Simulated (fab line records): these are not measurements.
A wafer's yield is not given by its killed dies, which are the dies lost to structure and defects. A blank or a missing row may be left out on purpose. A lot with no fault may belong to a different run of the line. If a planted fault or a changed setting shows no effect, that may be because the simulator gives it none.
Lot-split experiment / flow n5 finfet / on a route of 1938 steps: 7 lots, 21 wafers read

## SPLIT DETAILS
At N5_DUMMY_GATE_EXPOSE_12 (exposes mask GATE, target cd 25 nm), the setting dose mj was moved away from the recipe's 34 on 5 of the 21 wafers read, by -7.0% to +5.7%. The other wafers ran this setting at the recipe's value.

## FROM THE SPLIT TO THE READING: what the file shows between them, 2 steps
- N5_DUMMY_GATE_PEB_13: peb time 60 s
- N5_DUMMY_GATE_DEVELOP_14: develop time 30 s

## THE READING
cd nm, in nm, at N5_DUMMY_GATE_CD_MEAS_15 (target cd 25.8 nm). A value of 25.03 nm with a standard deviation of 0.24 nm is what fault-free wafers of this fab line usually give.

wafer=L077.1; tool, chamber at the split=euv scanner-02, 0; dose mj as run=35.93; against the recipe=+5.7%; cd nm, nm=23.86; against lot-mates on the recipe=-0.94
wafer=L077.5; tool, chamber at the split=euv scanner-02, 0; dose mj as run=35.93; against the recipe=+5.7%; cd nm, nm=24.03; against lot-mates on the recipe=-0.77
wafer=L077.6; tool, chamber at the split=euv scanner-02, 0; dose mj as run=34; against the recipe=recipe; cd nm, nm=24.80; against lot-mates on the recipe=-
wafer=L079.1; tool, chamber at the split=euv scanner-01, 0; dose mj as run=34; against the recipe=recipe; cd nm, nm=25.08; against lot-mates on the recipe=-
wafer=L079.3; tool, chamber at the split=euv scanner-01, 0; dose mj as run=34; against the recipe=recipe; cd nm, nm=25.25; against lot-mates on the recipe=-
wafer=L079.4; tool, chamber at the split=euv scanner-01, 0; dose mj as run=34; against the recipe=recipe; cd nm, nm=25.16; against lot-mates on the recipe=-
wafer=L082.1; tool, chamber at the split=euv scanner-01, 0; dose mj as run=34; against the recipe=recipe; cd nm, nm=24.79; against lot-mates on the recipe=-
wafer=L082.3; tool, chamber at the split=euv scanner-01, 0; dose mj as run=34; against the recipe=recipe; cd nm, nm=24.78; against lot-mates on the recipe=-
wafer=L082.6; tool, chamber at the split=euv scanner-01, 0; dose mj as run=34; against the recipe=recipe; cd nm, nm=24.56; against lot-mates on the recipe=-
wafer=L083.1; tool, chamber at the split=euv scanner-02, 0; dose mj as run=34; against the recipe=recipe; cd nm, nm=24.86; against lot-mates on the recipe=-
wafer=L083.4; tool, chamber at the split=euv scanner-02, 0; dose mj as run=34; against the recipe=recipe; cd nm, nm=24.97; against lot-mates on the recipe=-
wafer=L083.5; tool, chamber at the split=euv scanner-02, 0; dose mj as run=34; against the recipe=recipe; cd nm, nm=24.84; against lot-mates on the recipe=-
wafer=L086.1; tool, chamber at the split=euv scanner-01, 0; dose mj as run=32.55; against the recipe=-4.3%; cd nm, nm=25.99; against lot-mates on the recipe=+1.15
wafer=L086.2; tool, chamber at the split=euv scanner-01, 0; dose mj as run=34; against the recipe=recipe; cd nm, nm=24.84; against lot-mates on the recipe=-
wafer=L086.3; tool, chamber at the split=euv scanner-01, 0; dose mj as run=32.55; against the recipe=-4.3%; cd nm, nm=25.97; against lot-mates on the recipe=+1.13
wafer=L091.1; tool, chamber at the split=euv scanner-01, 0; dose mj as run=34; against the recipe=recipe; cd nm, nm=25.21; against lot-mates on the recipe=-
wafer=L091.2; tool, chamber at the split=euv scanner-01, 0; dose mj as run=34; against the recipe=recipe; cd nm, nm=25.07; against lot-mates on the recipe=-
wafer=L091.5; tool, chamber at the split=euv scanner-01, 0; dose mj as run=34; against the recipe=recipe; cd nm, nm=25.26; against lot-mates on the recipe=-
wafer=L095.3; tool, chamber at the split=euv scanner-01, 0; dose mj as run=34; against the recipe=recipe; cd nm, nm=25.00; against lot-mates on the recipe=-
wafer=L095.4; tool, chamber at the split=euv scanner-01, 0; dose mj as run=34; against the recipe=recipe; cd nm, nm=24.99; against lot-mates on the recipe=-
wafer=L095.5; tool, chamber at the split=euv scanner-01, 0; dose mj as run=31.62; against the recipe=-7.0%; cd nm, nm=25.82; against lot-mates on the recipe=+0.83

FIT RESULTS
A straight line over all 21 wafers: cd nm changes by -0.175 nm for each +1% of dose mj; r = -0.91; the points scatter about the line by 0.22 nm.
The same after taking each lot's own level away (the mean of its wafers on the recipe; 21 wafers): -0.167 nm for each +1%; r = -0.94; scatter 0.17 nm.
Per that fit: largest dose mj move, reading shift of 1.2 nm.
From 24.710 to 25.180 nm: that is the span of the lots' own levels, equal to 2.0 times the standard deviation above.
Hence the lot-to-lot level has little effect on the slope; both slopes agree.
Check: +1.42 nm against its lot-mates is what the line predicts for one of the wafers moved furthest among these (-7.0%) when that wafer is left out of the fit. Against them it came out at +0.825 nm.

## THESE WAFERS: OTHER SPLITS
Note: prior to the reading, these wafers also went through further splits. Each is held against what the fit with the lots' levels taken away leaves over:
other split on the same wafers=N5_WELL_APT_EXPOSE_05 dose mj; wafers away from the commonest value=7; r with cd nm (lot level and that fit taken away)=-0.15
other split on the same wafers=N5_WELL_APT_DESCUM_13 time s; wafers away from the commonest value=8; r with cd nm (lot level and that fit taken away)=-0.16
other split on the same wafers=N5_FIN_SAQP_PECVD_06 time s; wafers away from the commonest value=8; r with cd nm (lot level and that fit taken away)=-0.34
other split on the same wafers=N5_FIN_SAQP_EXPOSE_13 dose mj; wafers away from the commonest value=9; r with cd nm (lot level and that fit taken away)=+0.22
other split on the same wafers=N5_DUMMY_GATE_COAT_34 spin rpm; wafers away from the commonest value=5; r with cd nm (lot level and that fit taken away)=-0.14

## FILE'S OWN FIT
cd nm changes by -0.156 nm for each +1% of dose mj, r = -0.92.
